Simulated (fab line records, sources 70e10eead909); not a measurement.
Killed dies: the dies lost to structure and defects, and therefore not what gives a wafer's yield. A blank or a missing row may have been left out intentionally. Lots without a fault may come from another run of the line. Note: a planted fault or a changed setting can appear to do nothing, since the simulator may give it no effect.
Matching of chambers -- flow nand-harc -- cmp-03 running NHARC_A_CHANNEL_FILL_D2_CMP_10: 4 sister chambers
The step polishes, target thk 150 nm. 8 wafers are shown with their chamber, then 8 later ones without.

## EACH WAFER AND ITS CHAMBER
wafer,chamber,motor-current-A (A),time-to-endpoint-s (s)
L082.1,3,10.6,13
L082.5,3,11.0,14
L083.2,2,12.5,16
L083.4,0,13.7,15
L086.1,2,13.3,12
L086.3,1,14.7,18
L086.4,0,13.6,11
L087.1,1,13.8,20

## WAFERS WITHOUT THEIR CHAMBER
wafer,motor-current-A (A),time-to-endpoint-s (s)
L087.4,11.3,12
L087.6,12.8,13
L090.2,14.2,23
L090.3,12.3,15
L090.6,10.2,17
L094.1,13.3,13
L094.3,14.1,18
L094.4,12.9,12

## WHICH CHAMBER EACH ONE RAN IN
wafer,from the rows above,in truth
L087.4,3,3
L087.6,can't be placed: 2 or 0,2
L090.2,1,1
L090.3,can't be placed: 2 or 0 or 3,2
L090.6,3,3
L094.1,can't be placed: 0 or 2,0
L094.3,can't be placed: 1 or 0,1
L094.4,can't be placed: 2 or 0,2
3 of 8 placed correctly. These rows do not allow placing 5 (true chamber among the candidates in 5). Placed wrongly: 0.
How it was worked out, from the rows above alone: a wafer's distance from a chamber is the root of the sum, over the readings, of the square of ((its reading less the chamber's mean) divided by the reading's scatter). The wafer belongs to the nearest chamber; if the next one is less than 2 further off, it can't be placed. Each chamber's mean is taken over the wafers shown for it. The scatter: the root of (the sum of the squares of (reading less its chamber's mean) over the shown wafers, divided by (wafers less chambers)).
